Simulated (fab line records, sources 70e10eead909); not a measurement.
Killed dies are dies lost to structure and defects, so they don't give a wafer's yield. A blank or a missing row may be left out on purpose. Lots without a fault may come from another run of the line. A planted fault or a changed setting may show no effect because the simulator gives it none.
A struck lot beside a sound one | flow nand_harc | 15 steps out of a route of 1159
Sound: wafers L550.1, L550.2, L550.5. Struck: wafer L546.3. (L546.4, L546.5 of the same lot were not struck and are left out.) The cause comes at the end.
At each step with rows: each side's tool, then ch and its chambers, then its first start. Under that, the readings that differ: sound wafers | struck wafers | difference of the means | sigmas: that difference in standard deviations of wafers without a fault.
alike: readings whose means differ by less than 2 such deviations, and words and numbers that are the same on both sides. not compared: withheld readings, readings that some wafer has no value for, bounds like >300 that may hide the same value, and numbers for which the record gives no deviation and whose values overlap.
The two part at a step that has a row with sigmas, a row that says differs or no value, or rows on one side only. Numbers that don't overlap but have no deviation are shown without sigmas and don't part them. A reading that every wafer of one side lacks parts them only if that side has two wafers or more.

first, 1 step without rows for these wafers: NHARC_A_ONON_D1_DEP_12 (target thk 1000 nm).
NHARC_A_ONON_D1_THK_MEAS_14: measures by ellipsometry.
  sound on film_metro-01, day 11 12:04; struck on film_metro-01, day 9 13:47
  alike: thk_nm
then, 2 steps without rows for these wafers: NHARC_A_ONON_D1_ANNEAL_15 (time 3600 s); NHARC_A_ONON_D1_DEP_16 (target thk 1000 nm).
NHARC_A_ONON_D1_THK_MEAS_18: measures by ellipsometry.
  sound on film_metro-01, day 11 19:09; struck on film_metro-01, day 9 21:51
  alike: thk_nm
then, 1 step without rows for these wafers: NHARC_A_ONON_D1_DEP_19 (target thk 1000 nm).
NHARC_A_ONON_D1_THK_MEAS_21: measures by ellipsometry.
  sound on film_metro-01, day 11 19:43; struck on film_metro-01, day 9 22:25
  alike: thk_nm
then, 1 step without rows for these wafers: NHARC_A_ONON_D1_DEP_22 (target thk 1000 nm).
NHARC_A_ONON_D1_THK_MEAS_24: measures by ellipsometry.
  sound on film_metro-01, day 11 20:19; struck on film_metro-01, day 9 22:58
  reading     | sound          | struck | difference | sigmas
  thk_nm (nm) | 1010 1011 1010 | 991    | -19        | -2
then, 1 step without rows for these wafers: NHARC_A_ONON_D1_DEP_25 (target thk 1000 nm).
NHARC_A_ONON_D1_THK_MEAS_27: measures by ellipsometry.
  sound on film_metro-01, day 11 20:53; struck on film_metro-01, day 9 23:33
  alike: thk_nm
NHARC_A_ONON_D1_DEP_28: target thk 1000 nm.
  sound on pecvd_onon-03 ch 0, day 11 20:56; struck on pecvd_onon-02 ch 0, day 9 23:43
NHARC_A_ONON_D1_THK_MEAS_30: measures by ellipsometry.
  sound on film_metro-02, day 11 21:27; struck on film_metro-02, day 10 00:07
  reading     | sound          | struck | difference | sigmas
  thk_nm (nm) | 1013 1015 1014 | 935    | -79        | -7
NHARC_A_ONON_D1_DEP_33: deposits SiO2, target thk 200 nm.
  sound on pecvd-01 ch 0,1, day 11 21:30; struck on pecvd-02 ch 0, day 10 00:10
  alike: heater_power_w, throttle_valve_pct
-- the record jumps here: 11 days lie between the struck wafers' starts before and after (it left off in module A_ONON_D1 and takes up again in module END, whose first step shown is number 1159 of the route) --
NHARC_END_SORT_01:
  the record has rows for the struck wafers here (prober-02 ch 0, day 21 09:17) and none for the sound ones

WHERE THEY PART
First at NHARC_A_ONON_D1_THK_MEAS_24; last, within this record, at NHARC_END_SORT_01.

WHY: what the simulator had put in
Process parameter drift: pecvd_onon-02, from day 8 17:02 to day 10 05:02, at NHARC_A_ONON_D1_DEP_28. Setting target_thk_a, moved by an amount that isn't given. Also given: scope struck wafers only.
